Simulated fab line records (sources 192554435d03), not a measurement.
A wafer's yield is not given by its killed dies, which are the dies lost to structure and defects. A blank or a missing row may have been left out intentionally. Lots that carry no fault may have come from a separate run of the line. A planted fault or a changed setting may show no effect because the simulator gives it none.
fab line records	flow n5Finfet
[record] lots = 24	wafers = 72	lastDay = 17
route steps=1938 shown BEOL_M15@1805 MIM_TOP@1837 MIM_TOP_LITHO@1848
lots untouched by any fault: they come from a run of this same line in which no faults occurred
startH: hours from the record's opening day to when the first of the lot's shown wafers began	waitH: hours since the lot's step before	" unchanged from the row above	L1.1+2: several wafers, shown together as one row	- either no value or no given start	* or withheld: withheld	< > ~ a bound
route shown NAME@n: names a module that has steps shown in the file, with the first one's number in the route	usual: average and standard deviation across the fault-free wafers	same: alike in all rows	chamber/n: place in a boat	sites: the reading at each site	_std_site: standard deviation of those values	_edge_site: the outer-site mean with the inner-site mean subtracted	radiusMm: for every site, how far away it sits from the centre of the wafer	mask NAME#n: copy n	behind: the most recent tool/chamber to have shaped the wafer	hold: why the lot was held/for how many hours/how that ended	device: the transistor (n, p or np) that didn't switch	end of line: the tests these same wafers got at the end of their route	for a step that has no rows: nothing shown but its recipe	killed: at the first sort, the dies lost to defects and structure; wafer yield is something else	map: a wafer's dies, x killed, . not, _ none there
set.NAME: the setting that was run; set.NAME@STEP: the one run at that earlier step	model.NAME: the simulator's own value behind a step, which no gauge read
one table for each step of the route and one row for each wafer, over a sample of lots
services: a tool's chamber out of use, with start hour (startH, from the record's first day; less than 0 if before it), hours out, and reason
[[steps]]
[step N5_BEOL_M15_OVL_MEAS_29]
[recipe] pointsPerWafer = 44
[usual] M15_OVL = -4/5.5
lot.wafer	tool	chamber	startH	waitH	M15_OVL[nm]
L074.1	overlay-01	0	236.20	0.0	-14
L074.3	"	0	"	"	-11
L074.6	"	0	"	"	-11
L076.1	overlay-01	0	243.55	0.0	-5
L076.4	"	0	"	"	-12
L076.6	"	0	"	"	-11
L075.1	overlay-02	0	247.91	0.0	-5
L075.3	"	0	"	"	-1
L075.6	"	0	"	"	-2
L077.2	overlay-01	0	270.46	0.0	-5
L077.3	"	0	"	"	-5
L077.5	"	0	"	"	-6
L079.2	overlay-02	0	274.18	0.0	-7
L079.4	"	0	"	"	-12
L079.6	"	0	"	"	-5
L081.3	overlay-02	0	278.33	0.0	-15
L081.5	"	0	"	"	-7
L081.6	"	0	"	"	-5
L080.1	overlay-02	0	282.19	0.0	0
L080.4	"	0	"	"	-5
L080.5	"	0	"	"	-5
L078.1	overlay-02	0	288.19	0.0	-5
L078.2	"	0	"	"	1
L078.5	"	0	"	"	0
L082.1	overlay-01	0	288.40	0.0	0
L082.2	"	0	"	"	-6
L082.5	"	0	"	"	2
L084.1	overlay-01	0	304.97	0.0	-10
L084.2	"	0	"	"	-11
L084.3	"	0	"	"	-13
L083.2	overlay-02	0	305.31	0.0	2
L083.3	"	0	"	"	4
L083.4	"	0	"	"	3
L085.1	overlay-02	0	311.80	0.0	-9
L085.2	"	0	"	"	-4
L085.3	"	0	"	"	-2
L086.1	overlay-02	0	324.83	0.0	-3
L086.2	"	0	"	"	1
L086.4	"	0	"	"	4
L088.2	overlay-02	0	325.60	0.0	-7
L088.3	"	0	"	"	-5
L088.5	"	0	"	"	-11
L087.1	overlay-02	0	326.31	0.0	-5
L087.5	"	0	"	"	1
L087.6	"	0	"	"	-8
L089.2	overlay-02	0	341.85	0.0	2
L089.5	"	0	"	"	1
L089.6	"	0	"	"	0
L091.1	overlay-02	0	349.05	0.0	-10
L091.2	"	0	"	"	-9
L091.6	"	0	"	"	-6
L092.1	overlay-02	0	349.08	0.0	-11
L092.2	"	0	"	"	-13
L092.4	"	0	"	"	-11
L090.1	overlay-02	0	354.55	0.0	5
L090.3	"	0	"	"	-3
L090.4	"	0	"	"	-6
L093.2	overlay-02	0	363.71	0.0	-9
L093.5	"	0	"	"	-1
L093.6	"	0	"	"	-7
L095.1	overlay-01	0	368.14	0.0	-1
L095.2	"	0	"	"	1
L095.6	"	0	"	"	0
L094.3	overlay-01	0	369.29	0.0	-13
L094.4	"	0	"	"	-7
L094.5	"	0	"	"	-7
L097.1	overlay-02	0	385.21	0.0	1
L097.2	"	0	"	"	0
L097.5	"	0	"	"	1
L096.1	overlay-02	0	386.56	0.0	-4
L096.2	"	0	"	"	0
L096.5	"	0	"	"	-1
[step N5_BEOL_M15_STRIP_62]
[recipe] chemistry = O2	powerW = 600	tempC = 60	pressureMtorr = 30	rfFrequencyHz = 6e+07	biasPowerW = 0	overashFraction = 0.3	o2FlowSccm = 225
[usual] drypumpMotorCurrentA = 5.5/0.47	oesProductAu = 0.80/0.097	rfVppV = 3.6/0.44	showerheadPlenumPTorr = 2.11/0.065	throttleValvePct = 16.6/0.3
lot.wafer	tool	chamber	startH	waitH	drypumpMotorCurrentA	oesProductAu	rfHoursCounterH	rfVppV	showerheadPlenumPTorr	throttleValvePct
L074.1	rieDiel-01	3	-	-	5.7	0.69	211	3.5	2.15	16.6
L074.3	"	2	"	"	5.4	0.69	195	3.8	2.08	16.9
L074.6	"	0	"	"	5.3	0.82	-	3.3	2.21	16.7
L076.1	rieDiel-01	2	-	-	5.4	0.70	199	3.9	2.08	16.9
L076.4	"	1	"	"	6.0	0.93	20	3.7	2.06	16.2
L076.6	"	2	"	"	5.4	0.69	-	3.1	2.08	16.9
L075.1	rieDiel-02	3	-	-	4.9	0.84	64	3.4	2.03	16.7
L075.3	"	2	"	"	5.1	0.70	229	3.4	2.07	16.6
L075.6	"	3	"	"	5.0	0.83	-	3.6	2.03	16.6
L077.2	rieDiel-02	2	-	-	5.1	0.70	237	4.5	2.07	16.6
L077.3	"	0	"	"	6.5	0.91	18	3.7	2.13	16.0
L077.5	"	2	"	"	5.1	0.69	-	3.3	2.07	16.6
L079.2	rieDiel-04	3	-	-	5.9	0.68	243	4.1	1.98	17.2
L079.4	"	1	"	"	5.0	0.94	24	3.6	2.12	16.2
L079.6	"	1	"	"	5.1	0.94	-	3.2	2.12	16.2
L081.3	rieDiel-04	1	-	-	5.1	0.93	25	3.7	2.12	16.2
L081.5	"	3	"	"	5.9	0.68	-	3.6	1.98	17.1
L081.6	"	0	"	"	5.4	0.88	-	3.0	2.05	16.5
L080.1	rieDiel-04	1	-	-	5.1	0.94	25	3.9	2.12	16.2
L080.4	"	0	"	"	5.4	0.88	46	2.8	2.05	16.5
L080.5	"	2	"	"	4.7	0.85	-	3.8	2.21	16.4
L078.1	rieDiel-02	0	-	-	6.5	0.89	23	4.2	2.13	16.0
L078.2	"	1	"	"	5.6	0.72	191	4.1	2.17	16.9
L078.5	"	1	"	"	5.6	0.73	-	3.6	2.17	16.9
L082.1	rieDiel-04	1	-	-	5.1	0.93	27	3.9	2.12	16.2
L082.2	"	2	"	"	4.7	0.85	56	3.8	2.21	16.4
L082.5	"	1	"	"	5.1	0.92	-	3.3	2.12	16.2
L084.1	rieDiel-01	0	-	-	5.3	0.79	115	3.9	2.21	16.7
L084.2	"	3	"	"	5.7	0.67	231	4.0	2.14	16.7
L084.3	"	1	"	"	5.9	0.90	37	3.0	2.05	16.2
L083.2	rieDiel-02	0	-	-	6.5	0.90	28	3.4	2.13	16.1
L083.3	"	2	"	"	5.1	0.70	249	3.1	2.07	16.6
L083.4	"	1	"	"	5.6	0.72	197	3.0	2.16	16.9
L085.1	rieDiel-01	2	-	-	5.4	0.68	219	3.8	2.08	16.9
L085.2	"	1	"	"	6.0	0.90	39	3.5	2.05	16.2
L085.3	"	3	"	"	5.7	0.67	234	4.4	2.14	16.7
L086.1	rieDiel-01	2	-	-	5.4	0.67	223	3.4	2.07	16.9
L086.2	"	1	"	"	6.0	0.88	44	2.9	2.05	16.2
L086.4	"	3	"	"	5.7	0.68	238	3.5	2.14	16.7
L088.2	rieDiel-01	1	-	-	6.0	0.88	44	3.4	2.05	16.2
L088.3	"	2	"	"	5.4	0.67	224	3.3	2.07	16.9
L088.5	"	0	"	"	5.4	0.78	-	4.1	2.20	16.7
L087.1	rieDiel-01	2	-	-	5.4	0.68	224	3.3	2.07	16.9
L087.5	"	2	"	"	5.4	0.68	-	4.4	2.07	16.9
L087.6	"	3	"	"	5.7	0.68	-	3.3	2.14	16.7
L089.2	rieDiel-04	3	-	-	5.9	0.96	8	3.6	2.24	16.7
L089.5	"	1	"	"	5.1	0.90	-	3.7	2.12	16.2
L089.6	"	2	"	"	4.7	0.83	-	3.6	2.20	16.5
L091.1	rieDiel-02	2	-	-	5.2	0.98	5	4.2	2.06	16.2
L091.2	"	0	"	"	6.5	0.86	44	3.1	2.12	16.1
L091.6	"	0	"	"	6.5	0.87	-	4.1	2.12	16.1
L092.1	rieDiel-01	1	-	-	6.0	0.88	54	3.7	2.04	16.2
L092.2	"	3	"	"	5.7	0.66	248	4.2	2.14	16.7
L092.4	"	0	"	"	5.3	0.77	132	3.6	2.20	16.8
L090.1	rieDiel-01	2	-	-	5.4	0.67	233	3.3	2.07	17.0
L090.3	"	0	"	"	5.3	0.77	133	3.7	2.20	16.8
L090.4	"	3	"	"	5.7	0.67	249	4.1	2.14	16.7
L093.2	rieDiel-02	0	-	-	6.5	0.87	47	4.0	2.12	16.1
L093.5	"	0	"	"	6.5	0.86	-	3.5	2.12	16.1
L093.6	"	3	"	"	4.9	0.80	-	3.6	2.02	16.7
L095.1	rieDiel-02	3	-	-	5.0	0.79	104	4.0	2.02	16.7
L095.2	"	0	"	"	6.5	0.85	50	3.5	2.12	16.1
L095.6	"	2	"	"	5.1	0.95	-	3.4	2.06	16.2
L094.3	rieDiel-04	0	-	-	5.4	0.85	67	3.0	2.05	16.5
L094.4	"	3	"	"	5.9	0.93	15	4.5	2.24	16.7
L094.5	"	2	"	"	4.8	0.82	-	3.8	2.20	16.5
L097.1	rieDiel-01	2	-	-	5.4	0.67	245	4.1	2.07	17.0
L097.2	"	3	"	"	5.7	1.01	0	3.2	2.14	16.3
L097.5	"	1	"	"	5.9	0.86	-	3.6	2.04	16.2
L096.1	rieDiel-02	2	-	-	5.1	0.94	18	4.3	2.06	16.3
L096.2	"	1	"	"	5.6	0.70	224	3.1	2.15	16.9
L096.5	"	1	"	"	5.6	0.70	-	4.7	2.15	16.9
[step N5_BEOL_M15_ANNEAL_48]
[recipe] tempC = 225	timeS = 90	ambient = N2
[usual] wafer_temp_C_max = 225.90/0.23
lot.wafer	tool	chamber	startH	waitH	wafer_temp_C_max
L074.1	rtpAnneal-02	0	239.05	0.3	225.99
L074.3	"	0	"	"	226.65
L074.6	"	0	"	"	226.02
L076.1	rtpAnneal-02	0	247.47	0.2	226.09
L076.4	"	0	"	"	225.65
L076.6	"	0	"	"	225.65
L075.1	rtpAnneal-01	0	250.47	0.2	225.70
L075.3	"	0	"	"	226.04
L075.6	"	0	"	"	225.88
L077.2	rtpAnneal-01	0	273.63	0.3	225.97
L077.3	"	0	"	"	226.15
L077.5	"	0	"	"	226.09
L079.2	rtpAnneal-01	0	278.69	0.2	225.79
L079.4	"	0	"	"	225.86
L079.6	"	0	"	"	226.06
L081.3	rtpAnneal-02	0	282.63	0.3	225.95
L081.5	"	0	"	"	225.83
L081.6	"	0	"	"	225.96
L080.1	rtpAnneal-02	0	285.39	1.3	225.91
L080.4	"	0	"	"	225.76
L080.5	"	0	"	"	225.91
L082.1	rtpAnneal-02	0	290.63	0.2	225.76
L082.2	"	0	"	"	225.84
L082.5	"	0	"	"	226.61
L078.1	rtpAnneal-01	0	290.66	0.2	226.08
L078.2	"	0	"	"	226.08
L078.5	"	0	"	"	226.14
L084.1	rtpAnneal-02	0	307.43	0.2	225.84
L084.2	"	0	"	"	225.82
L084.3	"	0	"	"	225.97
L083.2	rtpAnneal-01	0	307.67	0.2	226.03
L083.3	"	0	"	"	226.06
L083.4	"	0	"	"	226.14
L085.1	rtpAnneal-02	0	313.99	0.2	225.90
L085.2	"	0	"	"	226.22
L085.3	"	0	"	"	226.22
L086.1	rtpAnneal-01	0	327.16	0.3	225.88
L086.2	"	0	"	"	225.75
L086.4	"	0	"	"	226.11
L088.2	rtpAnneal-01	0	328.28	0.8	225.94
L088.3	"	0	"	"	225.79
L088.5	"	0	"	"	226.12
L087.1	rtpAnneal-02	0	328.65	0.8	226.07
L087.5	"	0	"	"	225.77
L087.6	"	0	"	"	225.75
L089.2	rtpAnneal-01	0	344.84	0.2	225.97
L089.5	"	0	"	"	226.05
L089.6	"	0	"	"	226.17
L091.1	rtpAnneal-02	0	351.80	0.6	225.78
L091.2	"	0	"	"	225.65
L091.6	"	0	"	"	225.89
L092.1	rtpAnneal-02	0	359.01	0.2	225.67
L092.2	"	0	"	"	226.00
L092.4	"	0	"	"	225.95
L090.1	rtpAnneal-02	0	360.35	0.4	225.80
L090.3	"	0	"	"	225.97
L090.4	"	0	"	"	225.73
L093.2	rtpAnneal-02	0	366.14	0.8	225.81
L093.5	"	0	"	"	225.44
L093.6	"	0	"	"	225.74
L095.1	rtpAnneal-01	0	371.33	0.2	225.60
L095.2	"	0	"	"	226.07
L095.6	"	0	"	"	225.83
L094.3	rtpAnneal-02	0	371.95	0.5	225.57
L094.4	"	0	"	"	225.23
L094.5	"	0	"	"	225.83
L097.1	rtpAnneal-01	0	389.72	0.8	226.21
L097.2	"	0	"	"	226.17
L097.5	"	0	"	"	225.88
L096.1	rtpAnneal-02	0	389.76	0.7	226.00
L096.2	"	0	"	"	225.69
L096.5	"	0	"	"	225.76
[step N5_BEOL_M15_RS_MEAS_54]
[recipe] thkMeasGauge = four-point-probe	reads = Cu_of_BEOL_M15_ECD_47+Ta_of_BEOL_M15_SPUTTER_44+TaN_of_BEOL_M15_SPUTTER_43
[usual] M15_RS = 0.0214/0.00041
lot.wafer	tool	chamber	startH	waitH	M15_RS[ohm/sq]
L074.1	filmMetro-01	-	239.77	0.0	0.0214
L074.3	"	-	"	"	0.0221
L074.6	"	-	"	"	0.0214
L076.1	filmMetro-01	-	248.23	0.1	0.0211
L076.4	"	-	"	"	0.0222
L076.6	"	-	"	"	0.0213
L075.1	filmMetro-01	-	251.23	0.1	0.0224
L075.3	"	-	"	"	0.0212
L075.6	"	-	"	"	0.0209
L077.2	filmMetro-01	-	274.31	0.1	0.0212
L077.3	"	-	"	"	0.0220
L077.5	"	-	"	"	0.0212
L079.2	filmMetro-02	-	279.37	0.1	0.0210
L079.4	"	-	"	"	0.0208
L079.6	"	-	"	"	0.0211
L081.3	filmMetro-01	-	283.44	0.1	0.0215
L081.5	"	-	"	"	0.0215
L081.6	"	-	"	"	0.0214
L080.1	filmMetro-02	-	286.39	0.0	0.0217
L080.4	"	-	"	"	0.0217
L080.5	"	-	"	"	0.0224
L082.1	filmMetro-02	-	291.35	0.0	0.0220
L082.2	"	-	"	"	0.0212
L082.5	"	-	"	"	0.0211
L078.1	filmMetro-02	-	291.38	0.0	0.0208
L078.2	"	-	"	"	0.0219
L078.5	"	-	"	"	0.0210
L084.1	filmMetro-01	-	308.18	0.1	0.0210
L084.2	"	-	"	"	0.0212
L084.3	"	-	"	"	0.0212
L083.2	filmMetro-02	-	308.34	0.1	0.0211
L083.3	"	-	"	"	0.0211
L083.4	"	-	"	"	0.0213
L085.1	filmMetro-02	-	314.71	0.0	0.0213
L085.2	"	-	"	"	0.0217
L085.3	"	-	"	"	0.0219
L086.1	filmMetro-02	-	327.88	0.0	0.0215
L086.2	"	-	"	"	0.0216
L086.4	"	-	"	"	0.0215
L088.2	filmMetro-01	-	328.96	0.1	0.0211
L088.3	"	-	"	"	0.0212
L088.5	"	-	"	"	0.0209
L087.1	filmMetro-01	-	329.38	0.0	0.0211
L087.5	"	-	"	"	0.0210
L087.6	"	-	"	"	0.0211
L089.2	filmMetro-01	-	345.52	0.1	0.0216
L089.5	"	-	"	"	0.0214
L089.6	"	-	"	"	0.0218
L091.1	filmMetro-01	-	352.53	0.0	0.0218
L091.2	"	-	"	"	0.0214
L091.6	"	-	"	"	0.0213
L092.1	filmMetro-02	-	359.75	0.0	0.0205
L092.2	"	-	"	"	0.0213
L092.4	"	-	"	"	0.0218
L090.1	filmMetro-01	-	361.07	0.0	0.0208
L090.3	"	-	"	"	0.0212
L090.4	"	-	"	"	0.0212
L093.2	filmMetro-01	-	366.82	0.1	0.0217
L093.5	"	-	"	"	0.0217
L093.6	"	-	"	"	0.0213
L095.1	filmMetro-01	-	372.05	0.0	0.0216
L095.2	"	-	"	"	0.0214
L095.6	"	-	"	"	0.0215
L094.3	filmMetro-01	-	372.58	0.1	0.0209
L094.4	"	-	"	"	0.0210
L094.5	"	-	"	"	0.0223
L097.1	filmMetro-02	-	390.44	0.0	0.0215
L097.2	"	-	"	"	0.0219
L097.5	"	-	"	"	0.0214
L096.1	filmMetro-01	-	390.80	0.1	0.0212
L096.2	"	-	"	"	0.0213
L096.5	"	-	"	"	0.0214
[step N5_MIM_TOP_DEGAS_04]
[recipe] ambient = vacuum	tempC = 300	timeS = 60
[usual] heaterPowerW = 512/63
lot.wafer	tool	chamber	startH	waitH	heaterPowerW
L074.1	pvdSputter-03	-	241.90	-	385
L074.3	"	-	"	"	548
L074.6	"	-	"	"	543
L076.1	pvdSputter-03	-	251.58	-	394
L076.4	"	-	"	"	537
L076.6	"	-	"	"	528
L075.1	pvdSputter-01	-	254.74	-	561
L075.3	"	-	"	"	466
L075.6	"	-	"	"	506
L077.2	pvdSputter-02	-	278.85	-	638
L077.3	"	-	"	"	429
L077.5	"	-	"	"	643
L079.2	pvdSputter-02	-	282.63	-	425
L079.4	"	-	"	"	510
L079.6	"	-	"	"	506
L081.3	pvdSputter-01	-	287.13	-	597
L081.5	"	-	"	"	594
L081.6	"	-	"	"	564
L080.1	pvdSputter-01	-	290.10	-	573
L080.4	"	-	"	"	474
L080.5	"	-	"	"	566
L082.1	pvdSputter-03	-	295.00	-	533
L082.2	"	-	"	"	387
L082.5	"	-	"	"	530
L078.1	pvdSputter-03	-	295.16	-	536
L078.2	"	-	"	"	528
L078.5	"	-	"	"	541
L084.1	pvdSputter-02	-	310.63	-	434
L084.2	"	-	"	"	496
L084.3	"	-	"	"	653
L083.2	pvdSputter-01	-	310.73	-	605
L083.3	"	-	"	"	505
L083.4	"	-	"	"	479
L085.1	pvdSputter-02	-	317.28	-	430
L085.2	"	-	"	"	644
L085.3	"	-	"	"	507
L086.1	pvdSputter-03	-	331.54	-	436
L086.2	"	-	"	"	518
L086.4	"	-	"	"	549
L088.2	pvdSputter-01	-	333.97	-	500
L088.3	"	-	"	"	477
L088.5	"	-	"	"	599
L087.1	pvdSputter-01	-	334.29	-	577
L087.5	"	-	"	"	479
L087.6	"	-	"	"	578
L089.2	pvdSputter-02	-	350.26	-	493
L089.5	"	-	"	"	442
L089.6	"	-	"	"	509
L091.1	pvdSputter-01	-	357.83	-	509
L091.2	"	-	"	"	570
L091.6	"	-	"	"	461
L092.1	pvdSputter-01	-	364.05	-	567
L092.2	"	-	"	"	473
L092.4	"	-	"	"	503
L090.1	pvdSputter-03	-	364.97	-	546
L090.3	"	-	"	"	531
L090.4	"	-	"	"	433
L093.2	pvdSputter-02	-	370.18	-	430
L093.5	"	-	"	"	517
L093.6	"	-	"	"	480
L094.3	pvdSputter-01	-	376.12	-	590
L094.4	"	-	"	"	513
L094.5	"	-	"	"	569
L095.1	pvdSputter-01	-	376.24	-	572
L095.2	"	-	"	"	484
L095.6	"	-	"	"	488
L097.1	pvdSputter-02	-	394.41	-	500
L097.2	"	-	"	"	430
L097.5	"	-	"	"	495
L096.1	pvdSputter-03	-	394.52	-	516
L096.2	"	-	"	"	443
L096.5	"	-	"	"	539
[step N5_MIM_TOP_LITHO_OVL_MEAS_11]
[recipe] pointsPerWafer = 44
[usual] MIM_TOP_OVL = 2/5.6
lot.wafer	tool	chamber	startH	waitH	MIM_TOP_OVL[nm]
L074.1	overlay-02	0	242.49	0.0	10
L074.3	"	0	"	"	10
L074.6	"	0	"	"	2
L076.1	overlay-01	0	252.04	0.0	4
L076.4	"	0	"	"	-6
L076.6	"	0	"	"	-3
L075.1	overlay-02	0	255.20	0.0	-6
L075.3	"	0	"	"	0
L075.6	"	0	"	"	-6
L077.2	overlay-02	0	279.43	0.0	0
L077.3	"	0	"	"	9
L077.5	"	0	"	"	2
L079.2	overlay-01	0	283.09	0.0	-3
L079.4	"	0	"	"	0
L079.6	"	0	"	"	3
L081.3	overlay-02	0	287.59	0.0	-1
L081.5	"	0	"	"	3
L081.6	"	0	"	"	10
L080.1	overlay-01	0	290.68	0.0	3
L080.4	"	0	"	"	-4
L080.5	"	0	"	"	6
L082.1	overlay-01	0	295.59	0.0	4
L082.2	"	0	"	"	8
L082.5	"	0	"	"	-4
L078.1	overlay-01	0	295.62	0.0	-3
L078.2	"	0	"	"	-8
L078.5	"	0	"	"	4
L084.1	overlay-01	0	311.09	0.0	3
L084.2	"	0	"	"	-7
L084.3	"	0	"	"	6
L083.2	overlay-02	0	311.31	0.0	-4
L083.3	"	0	"	"	9
L083.4	"	0	"	"	3
L085.1	overlay-02	0	317.87	0.0	4
L085.2	"	0	"	"	2
L085.3	"	0	"	"	5
L086.1	overlay-01	0	332.12	0.0	2
L086.2	"	0	"	"	12
L086.4	"	0	"	"	7
L088.2	overlay-01	0	334.56	0.0	3
L088.3	"	0	"	"	-3
L088.5	"	0	"	"	-2
L087.1	overlay-02	0	334.88	0.0	4
L087.5	"	0	"	"	-1
L087.6	"	0	"	"	-3
L089.2	overlay-01	0	350.84	0.0	-2
L089.5	"	0	"	"	6
L089.6	"	0	"	"	-1
L091.1	overlay-02	0	358.42	0.0	-1
L091.2	"	0	"	"	0
L091.6	"	0	"	"	0
L092.1	overlay-01	0	364.64	0.0	-1
L092.2	"	0	"	"	11
L092.4	"	0	"	"	-1
L090.1	overlay-01	0	365.55	0.0	-1
L090.3	"	0	"	"	7
L090.4	"	0	"	"	1
L093.2	overlay-01	0	370.77	0.0	4
L093.5	"	0	"	"	-5
L093.6	"	0	"	"	8
L094.3	overlay-02	0	376.71	0.0	0
L094.4	"	0	"	"	-8
L094.5	"	0	"	"	4
L095.1	overlay-02	0	376.87	0.0	-3
L095.2	"	0	"	"	6
L095.6	"	0	"	"	10
L097.1	overlay-01	0	395.01	0.0	5
L097.2	"	0	"	"	12
L097.5	"	0	"	"	13
L096.1	overlay-01	0	395.04	0.0	3
L096.2	"	0	"	"	13
L096.5	"	0	"	"	1
[[services]]
tool	chamber	startH	hours	kind
rieDiel-02	0	227.10	2.8	repair
rieDiel-02	1	264.14	12.0	repair
pvdSputter-01	-	290.79	0.8	repair
pvdSputter-01	-	294.87	7.9	repair
rieDiel-04	3	301.14	-	clean
rieDiel-04	3	301.14	-	consumableReplace:focusRing
rieDiel-04	3	301.14	-	consumableReplace:showerhead
rieDiel-04	3	301.14	14.8	scheduledDown
rieDiel-04	3	301.14	14.8	ventCycle
rieDiel-02	2	311.35	-	clean
rieDiel-02	2	311.35	-	consumableReplace:focusRing
rieDiel-02	2	311.35	23.3	scheduledDown
rieDiel-02	2	311.35	23.3	ventCycle
pvdSputter-02	-	330.33	4.9	repair
rieDiel-01	3	364.43	-	clean
rieDiel-01	3	364.43	-	consumableReplace:focusRing
rieDiel-04	-	374.53	0.4	repair
rieDiel-02	1	384.88	2.1	repair
[[key]]
fault none
